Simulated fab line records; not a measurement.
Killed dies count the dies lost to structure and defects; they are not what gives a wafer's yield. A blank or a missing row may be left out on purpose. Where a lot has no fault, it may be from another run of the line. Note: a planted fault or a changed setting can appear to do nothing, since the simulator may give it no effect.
fab line records + flow n5Finfet
[record]
- lots = 6
- wafers = 18
- lastDay = 18
route steps=1938 shown BEOL_M1@824 BEOL_M4@1111
lots with no fault: from the same line, run without faults
startH: hours from the record's opening day to when the first of the lot's shown wafers began + waitH: time in hours since the lot's previous step + " same as the row above + L1.1+2: a single row standing in for several wafers + - no value present, or no start provided + * or withheld: withheld + < > ~ a bound
route shown NAME@n: a module of which the file shows steps, and the number in the route of the first + usual: the fault-free wafers' mean and standard deviation + same: alike in all rows + chamber/n: place in a boat + sites: per-site readings + _std_site: the standard deviation of these + _edge_site: outer sites' mean less inner sites' + radiusMm: how far each site lies from the wafer's centre + mask NAME#n: copy n + behind: tool/chamber where the wafer was last shaped + hold: reason for holding the lot/hours on hold/outcome of the hold + device: whichever transistor did not switch (one of n, p or np) + end of line: the same wafers' tests at the end of the route + a step given without rows: its recipe and nothing more + killed: the dies lost at the first sort to structure and to defects; this is not the yield of the wafer + map: per-die view of a wafer (x killed, . not killed, _ where there is no die)
set.NAME: setting as actually run; set.NAME@STEP: the setting as run at that earlier step + model.NAME: the simulator's own value behind a step, which no gauge read
lots at selected steps of the route; one table per step, one row per wafer
services: a tool's chamber out of use, with start hour (startH, from the record's first day; less than 0 if before it), hours out, and reason
[[steps]]
[step N5_BEOL_M1_SPUTTER_90]
[recipe]
- material = Cu
- targetThkA = 45
- tempC = -20
- chamberPressurePa = 0.07
- powerW = withheld
- timeS = 8.29
[usual]
- throttleValvePct = 30.0/1
| lot.wafer | tool          | chamber | startH | waitH | throttleValvePct |
|-----------|---------------|---------|--------|-------|------------------|
| L286.2    | pvdSputter-03 | -       | 156.38 | 0.1   | 29.7             |
| L286.5    | "             | -       | "      | "     | 30.0             |
| L286.6    | "             | -       | "      | "     | 31.0             |
| L290.3    | pvdSputter-01 | -       | 180.86 | 0.1   | 28.4             |
| L290.4    | "             | -       | "      | "     | 30.0             |
| L290.5    | "             | -       | "      | "     | 30.2             |
| L292.2    | pvdSputter-01 | -       | 195.68 | 0.1   | 31.9             |
| L292.3    | "             | -       | "      | "     | 29.9             |
| L292.4    | "             | -       | "      | "     | 28.9             |
| L293.2    | pvdSputter-02 | -       | 200.15 | 0.1   | 30.0             |
| L293.4    | "             | -       | "      | "     | 29.7             |
| L293.5    | "             | -       | "      | "     | 29.5             |
| L299.2    | pvdSputter-02 | -       | 233.72 | 0.1   | 29.9             |
| L299.3    | "             | -       | "      | "     | 31.3             |
| L299.5    | "             | -       | "      | "     | 30.4             |
| L303.2    | pvdSputter-03 | -       | 270.48 | 0.1   | 31.0             |
| L303.3    | "             | -       | "      | "     | 29.6             |
| L303.5    | "             | -       | "      | "     | 30.2             |
[step N5_BEOL_M1_ANNEAL_91]
[recipe]
- tempC = 400
- timeS = 240
- ambient = vacuum
[step N5_BEOL_M1_SPUTTER_92]
[recipe]
- material = Cu
- targetThkA = 45
- tempC = -20
- chamberPressurePa = 0.07
- powerW = withheld
- timeS = 8.29
[step N5_BEOL_M1_ANNEAL_93]
[recipe]
- tempC = 400
- timeS = 240
- ambient = vacuum
[step N5_BEOL_M1_SPUTTER_94]
[recipe]
- material = Cu
- targetThkA = 45
- tempC = -20
- chamberPressurePa = 0.07
- powerW = withheld
- timeS = 8.29
[usual]
- throttleValvePct = 30.0/0.97
| lot.wafer | tool          | chamber | startH | waitH | throttleValvePct |
|-----------|---------------|---------|--------|-------|------------------|
| L286.2    | pvdSputter-03 | -       | 156.82 | 0.1   | 29.8             |
| L286.5    | "             | -       | "      | "     | 29.8             |
| L286.6    | "             | -       | "      | "     | 31.1             |
| L290.3    | pvdSputter-01 | -       | 181.34 | 0.1   | 28.9             |
| L290.4    | "             | -       | "      | "     | 30.0             |
| L290.5    | "             | -       | "      | "     | 30.2             |
| L292.2    | pvdSputter-01 | -       | 196.16 | 0.1   | 31.7             |
| L292.3    | "             | -       | "      | "     | 29.4             |
| L292.4    | "             | -       | "      | "     | 28.9             |
| L293.2    | pvdSputter-02 | -       | 200.59 | 0.1   | 29.9             |
| L293.4    | "             | -       | "      | "     | 29.9             |
| L293.5    | "             | -       | "      | "     | 29.6             |
| L299.2    | pvdSputter-02 | -       | 234.16 | 0.1   | 29.7             |
| L299.3    | "             | -       | "      | "     | 31.0             |
| L299.5    | "             | -       | "      | "     | 30.6             |
| L303.2    | pvdSputter-03 | -       | 270.92 | 0.1   | 30.8             |
| L303.3    | "             | -       | "      | "     | 29.7             |
| L303.5    | "             | -       | "      | "     | 30.0             |
[step N5_BEOL_M1_ANNEAL_95]
[recipe]
- tempC = 400
- timeS = 240
- ambient = vacuum
[usual]
- heaterPowerW = 848/79
| lot.wafer | tool          | chamber | startH | waitH | heaterPowerW |
|-----------|---------------|---------|--------|-------|--------------|
| L286.2    | pvdSputter-03 | -       | 156.90 | 0.0   | 814          |
| L286.5    | "             | -       | "      | "     | 816          |
| L286.6    | "             | -       | "      | "     | 776          |
| L290.3    | pvdSputter-01 | -       | 181.43 | 0.0   | 976          |
| L290.4    | "             | -       | "      | "     | 905          |
| L290.5    | "             | -       | "      | "     | 910          |
| L292.2    | pvdSputter-01 | -       | 196.24 | 0.0   | 802          |
| L292.3    | "             | -       | "      | "     | 930          |
| L292.4    | "             | -       | "      | "     | 982          |
| L293.2    | pvdSputter-02 | -       | 200.67 | 0.0   | 1034         |
| L293.4    | "             | -       | "      | "     | 728          |
| L293.5    | "             | -       | "      | "     | 739          |
| L299.2    | pvdSputter-02 | -       | 234.24 | 0.0   | 1014         |
| L299.3    | "             | -       | "      | "     | 726          |
| L299.5    | "             | -       | "      | "     | 854          |
| L303.2    | pvdSputter-03 | -       | 271.00 | 0.0   | 770          |
| L303.3    | "             | -       | "      | "     | 817          |
| L303.5    | "             | -       | "      | "     | 794          |
[step N5_BEOL_M1_SPUTTER_96]
[recipe]
- material = Cu
- targetThkA = 45
- tempC = -20
- chamberPressurePa = 0.07
- powerW = withheld
- timeS = 8.29
[usual]
- throttleValvePct = 30.0/0.98
| lot.wafer | tool          | chamber | startH | waitH | throttleValvePct |
|-----------|---------------|---------|--------|-------|------------------|
| L286.2    | pvdSputter-03 | -       | 157.04 | 0.1   | 30.0             |
| L286.5    | "             | -       | "      | "     | 30.0             |
| L286.6    | "             | -       | "      | "     | 31.0             |
| L290.3    | pvdSputter-01 | -       | 181.58 | 0.1   | 28.6             |
| L290.4    | "             | -       | "      | "     | 29.9             |
| L290.5    | "             | -       | "      | "     | 29.8             |
| L292.2    | pvdSputter-01 | -       | 196.40 | 0.1   | 31.9             |
| L292.3    | "             | -       | "      | "     | 29.3             |
| L292.4    | "             | -       | "      | "     | 28.7             |
| L293.2    | pvdSputter-02 | -       | 200.81 | 0.1   | 29.5             |
| L293.4    | "             | -       | "      | "     | 29.7             |
| L293.5    | "             | -       | "      | "     | 29.5             |
| L299.2    | pvdSputter-02 | -       | 234.38 | 0.1   | 29.8             |
| L299.3    | "             | -       | "      | "     | 31.4             |
| L299.5    | "             | -       | "      | "     | 30.6             |
| L303.2    | pvdSputter-03 | -       | 271.14 | 0.1   | 31.0             |
| L303.3    | "             | -       | "      | "     | 29.8             |
| L303.5    | "             | -       | "      | "     | 30.3             |
[step N5_BEOL_M1_ECD_50]
[recipe]
- material = Cu
- targetThkA = 3000
[step N5_BEOL_M1_ANNEAL_51]
[recipe]
- tempC = 225
- timeS = 90
- ambient = N2
[step N5_BEOL_M1_CMP_52]
[recipe]
- stopOn = SiOC
- tOverpolishS = 6.8
- downForcePsi = 1
- platenRpm = 50
- clearingPlatenDownForcePsi = 1.5
- clearingPlatenRpm = 50
- postCmpClean = cuAlkaline
- targetThkNm = 40
- clearingPlatenPadVelocityMS = 0.99484
- padVelocityMS = 0.99484
[usual]
- barrierFieldEndpointS = 24.7/0.59
- motorCurrentA = 5.9/0.55
- overpolishRunS = 6.802/0.0087
- slurryFlowMlMin = 150.0/0.42
- timeToEndpointS = 63/3.2
| lot.wafer | tool   | chamber | startH | waitH | barrierFieldEndpointS | motorCurrentA | overpolishRunS | slurryFlowMlMin | timeToEndpointS |
|-----------|--------|---------|--------|-------|-----------------------|---------------|----------------|-----------------|-----------------|
| L286.2    | cmp-01 | 1       | 157.53 | 0.2   | 24.3                  | 6.4           | 6.794          | 150.4           | 60              |
| L286.6    | "      | 1       | "      | "     | 24.4                  | 5.9           | 6.816          | 149.9           | 61              |
| L286.5    | "      | 2       | "      | "     | 24.9                  | 5.6           | 6.806          | 150.0           | 64              |
| L290.3    | cmp-02 | 0       | 182.08 | 0.2   | 24.2                  | 5.4           | 6.799          | 149.9           | 62              |
| L290.4    | "      | 1       | "      | "     | 25.0                  | 5.6           | 6.794          | 149.8           | 62              |
| L290.5    | "      | 1       | "      | "     | 25.2                  | 5.4           | 6.802          | 150.4           | 63              |
| L292.4    | cmp-01 | 3       | 196.90 | 0.1   | 25.0                  | 5.4           | 6.814          | 150.5           | 66              |
| L292.2    | "      | 0       | "      | "     | 23.5                  | 7.1           | 6.801          | 149.9           | 60              |
| L292.3    | "      | 2       | "      | "     | 23.7                  | 5.4           | 6.798          | 150.1           | 63              |
| L293.2    | cmp-01 | 1       | 201.45 | 0.2   | 23.7                  | 6.1           | 6.796          | 150.5           | 59              |
| L293.4    | "      | 3       | "      | "     | 25.6                  | 5.6           | 6.805          | 150.0           | 67              |
| L293.5    | "      | 1       | "      | "     | 24.8                  | 6.5           | 6.796          | 149.8           | 61              |
| L299.2    | cmp-04 | 2       | 234.95 | 0.3   | 24.1                  | 6.0           | 6.810          | 151.2           | 56              |
| L299.3    | "      | 1       | "      | "     | 23.6                  | 6.0           | 6.800          | 150.0           | 57              |
| L299.5    | "      | 3       | "      | "     | 25.0                  | 6.4           | 6.791          | 150.0           | 61              |
| L303.2    | cmp-01 | 3       | 271.63 | 0.2   | 25.7                  | 5.6           | 6.799          | 150.1           | 65              |
| L303.3    | "      | 1       | "      | "     | 24.7                  | 6.1           | 6.796          | 149.7           | 61              |
| L303.5    | "      | 3       | "      | "     | 25.5                  | 5.7           | 6.808          | 149.8           | 66              |
[step N5_BEOL_M1_THK_MEAS_53]
[recipe]
- thkMeasGauge = xrf
- reads = Cu_of_BEOL_M1_ECD_50
[usual]
- M1_THK = 39.5/1.4
| lot.wafer | tool         | chamber | startH | waitH | M1_THK[nm] |
|-----------|--------------|---------|--------|-------|------------|
| L286.2    | filmMetro-01 | -       | 157.83 | -     | 36.8       |
| L286.5    | "            | -       | "      | "     | 40.1       |
| L286.6    | "            | -       | "      | "     | 38.5       |
| L290.3    | filmMetro-02 | -       | 182.37 | -     | 37.3       |
| L290.4    | "            | -       | "      | "     | 38.3       |
| L290.5    | "            | -       | "      | "     | 38.6       |
| L292.2    | filmMetro-02 | -       | 197.19 | -     | 37.8       |
| L292.3    | "            | -       | "      | "     | 37.3       |
| L292.4    | "            | -       | "      | "     | 39.2       |
| L293.2    | filmMetro-02 | -       | 201.71 | -     | 39.2       |
| L293.4    | "            | -       | "      | "     | 38.8       |
| L293.5    | "            | -       | "      | "     | 39.3       |
| L299.2    | filmMetro-01 | -       | 235.25 | -     | 37.6       |
| L299.3    | "            | -       | "      | "     | 36.7       |
| L299.5    | "            | -       | "      | "     | 39.5       |
| L303.2    | filmMetro-02 | -       | 271.93 | -     | 40.2       |
| L303.3    | "            | -       | "      | "     | 39.4       |
| L303.5    | "            | -       | "      | "     | 39.8       |
[step N5_BEOL_M1_PRE_CLEAN_60]
[recipe]
- gas = NH3/H2
- timeS = 15
- tempC = *
- rfPowerW = 300
[step N5_BEOL_M1_CO_CAP_55]
[recipe]
- material = Co
- targetThkA = 20
- tempC = 200
- precursor = CCTBA/H2
- pressureTorr = 30
- timeS = 102.1
[usual]
- heaterPowerW = 242/28
- runLengthS = 124.9/0.54
| lot.wafer | tool     | chamber | startH | waitH | heaterPowerW | runLengthS | model.Co_of_BEOL_M1_CO_CAP_55.thkNm |
|-----------|----------|---------|--------|-------|--------------|------------|-------------------------------------|
| L286.2    | cvdCo-01 | 1       | 157.90 | 0.0   | 313          | 124.8      | 2                                   |
| L286.5    | "        | 2       | "      | "     | 225          | 124.7      | 2.2                                 |
| L286.6    | "        | 0       | "      | "     | 221          | 125.4      | 2                                   |
| L290.3    | cvdCo-02 | 1       | 182.45 | 0.0   | 233          | 124.7      | 2.2                                 |
| L290.4    | "        | 0       | "      | "     | 245          | 125.4      | 2                                   |
| L290.5    | "        | 2       | "      | "     | 231          | 124.0      | 2                                   |
| L292.2    | cvdCo-02 | 0       | 197.27 | 0.0   | 246          | 124.9      | 2                                   |
| L292.3    | "        | 2       | "      | "     | 224          | 209.8      | 3.6                                 |
| L292.4    | "        | 1       | "      | "     | 233          | 124.7      | 2                                   |
| L293.2    | cvdCo-02 | 1       | 201.79 | 0.0   | 232          | 124.8      | 2.2                                 |
| L293.4    | "        | 2       | "      | "     | 228          | 210.1      | 3.6                                 |
| L293.5    | "        | 0       | "      | "     | 249          | 124.5      | 2.2                                 |
| L299.2    | cvdCo-01 | 2       | 235.58 | 0.0   | 222          | 124.7      | 2                                   |
| L299.3    | "        | 0       | "      | "     | 218          | 125.6      | 2.2                                 |
| L299.5    | "        | 0       | "      | "     | 222          | 125.6      | 2                                   |
| L303.2    | cvdCo-01 | 0       | 272.01 | 0.0   | 225          | 125.6      | 2                                   |
| L303.3    | "        | 1       | "      | "     | 307          | 125.2      | 2                                   |
| L303.5    | "        | 0       | "      | "     | 221          | 125.6      | 2                                   |
[step N5_BEOL_M1_PRE_CLEAN_56]
[recipe]
- gas = NH3
- timeS = 15
- tempC = withheld
- rfPowerW = 300
[step N5_BEOL_M4_RC_MEAS_101]
[usual]
- DIBL_N = 36.0/1.6
- DIBL_P = 35.8/2
- IOFF_N = 0.152/0.03
- IOFF_P = 0.20/0.031
- ION_N = 670/12
- ION_P = 459/7.4
- SS_N = 71.5/0.56
- SS_P = 73.2/0.64
- VT_N = 251/3.5
- VT_P = -252/3.3
| lot.wafer | tool      | chamber | startH | waitH | DIBL_N[mV/V] | DIBL_P[mV/V] | IOFF_N[nA/um] | IOFF_P[nA/um] | ION_N[uA/um] | ION_P[uA/um] | SS_N[mV/dec] | SS_P[mV/dec] | VT_N[mV] | VT_P[mV] |
|-----------|-----------|---------|--------|-------|--------------|--------------|---------------|---------------|--------------|--------------|--------------|--------------|----------|----------|
| L286.2    | prober-01 | 0       | 219.36 | 0.2   | 36.9         | 36.5         | 0.134         | 0.19          | 666          | 458          | 71.5         | 73.0         | 258      | -251     |
| L286.5    | "         | 0       | "      | "     | 37.1         | 37.2         | 0.147         | 0.20          | 666          | 459          | 71.7         | 73.5         | 255      | -253     |
| L286.6    | "         | 0       | "      | "     | 35.7         | 35.8         | 0.131         | 0.18          | 660          | 456          | 70.9         | 72.6         | 252      | -253     |
| L290.3    | prober-01 | 0       | 246.25 | 0.3   | 37.4         | 37.2         | 0.158         | 0.20          | 676          | 463          | 72.6         | 73.1         | 250      | -253     |
| L290.4    | "         | 0       | "      | "     | 35.7         | 35.1         | 0.136         | 0.18          | 684          | 463          | 71.2         | 73.2         | 250      | -253     |
| L290.5    | "         | 0       | "      | "     | 34.2         | 34.1         | 0.114         | 0.16          | 658          | 457          | 71.5         | 71.8         | 257      | -256     |
| L292.2    | prober-02 | 0       | 252.90 | 0.2   | 34.8         | 35.0         | 0.124         | 0.17          | 664          | 456          | 71.4         | 73.1         | 251      | -256     |
| L292.3    | "         | 0       | "      | "     | 34.8         | 35.0         | 0.128         | 0.16          | 663          | 452          | 70.9         | 72.8         | 250      | -256     |
| L292.4    | "         | 0       | "      | "     | 35.9         | 37.1         | 0.146         | 0.19          | 666          | 454          | 72.0         | 74.0         | 250      | -253     |
| L293.2    | prober-01 | 0       | 275.76 | 0.2   | 36.0         | 35.3         | 0.140         | 0.19          | 673          | 461          | 71.3         | 73.4         | 252      | -253     |
| L293.4    | "         | 0       | "      | "     | 36.0         | 35.3         | 0.128         | 0.18          | 656          | 453          | 71.2         | 73.0         | 257      | -256     |
| L293.5    | "         | 0       | "      | "     | 37.1         | 35.4         | 0.148         | 0.19          | 657          | 451          | 70.9         | 73.4         | 253      | -254     |
| L299.2    | prober-02 | 0       | 292.00 | 0.2   | 35.6         | 32.7         | 0.127         | 0.16          | 656          | 443          | 71.8         | 73.0         | 254      | -257     |
| L299.3    | "         | 0       | "      | "     | 35.2         | 33.2         | 0.122         | 0.15          | 659          | 443          | 71.1         | 73.0         | 256      | -258     |
| L299.5    | "         | 0       | "      | "     | 34.1         | 32.0         | 0.109         | 0.14          | 673          | 459          | 71.4         | 71.8         | 257      | -258     |
| L303.2    | prober-02 | 0       | 316.10 | 0.2   | 34.0         | 34.0         | 0.109         | 0.15          | 661          | 451          | 70.5         | 72.5         | 257      | -254     |
| L303.3    | "         | 0       | "      | "     | 36.6         | 36.9         | 0.150         | 0.18          | 665          | 454          | 70.7         | 73.3         | 252      | -254     |
| L303.5    | "         | 0       | "      | "     | 33.0         | 33.0         | 0.098         | 0.14          | 648          | 449          | 70.2         | 72.2         | 253      | -256     |
[[services]]
| tool          | chamber | startH | hours | kind                          |
|---------------|---------|--------|-------|-------------------------------|
| cmp-04        | -       | 141.32 | 3.6   | pm                            |
| pvdSputter-01 | -       | 143.59 | 5.2   | repair                        |
| cmp-04        | -       | 148.68 | 4.0   | pm                            |
| cmp-04        | -       | 152.68 | -     | consumableReplace:conditioner |
| cmp-04        | -       | 152.68 | -     | consumableReplace:pad         |
| cmp-04        | -       | 155.04 | 0.3   | repair                        |
| cvdCo-02      | -       | 158.69 | 6.9   | pm                            |
| cmp-04        | -       | 168.52 | 5.7   | pm                            |
| cmp-04        | -       | 174.28 | 2.0   | repair                        |
| cmp-01        | -       | 232.11 | 4.0   | pm                            |
| cmp-02        | -       | 233.10 | 2.4   | repair                        |
| cmp-01        | -       | 236.11 | -     | consumableReplace:conditioner |
| cmp-01        | -       | 236.11 | -     | consumableReplace:pad         |
| cmp-02        | -       | 237.39 | 0.2   | repair                        |
[[key]]
[firstSign]
- step = N5_BEOL_M1_CO_CAP_55
- reading = runLengthS
- direction = up
- sigmas = 99+
- usual = *
- struck = *
effect none on later readings
[modelEffect]
- step = N5_BEOL_M1_CO_CAP_55
- value = Co_of_BEOL_M1_CO_CAP_55.thkNm
- without = 2
- struck = 3.6
metAt N5_BEOL_M1_CO_CAP_55
struckWafers L292.3,L293.4
[baselineLoss]
- step = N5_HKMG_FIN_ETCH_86
- wafers = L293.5
onsetBetween 182.45 197.27
[fault]
- kind = processParameterDrift
- tool = cvdCo-02
- chamber = 2
- onsetH = 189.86
- steps = N5_BEOL_M1_CO_CAP_55
- channel = timeS
- offset = *
- shape = step
- endH = 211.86
- actsIn = *
- stated = *
// baselineLoss: these wafers lose ten dies or more at that step, a loss of the line's own and not of a fault; the sort's usual values leave them out
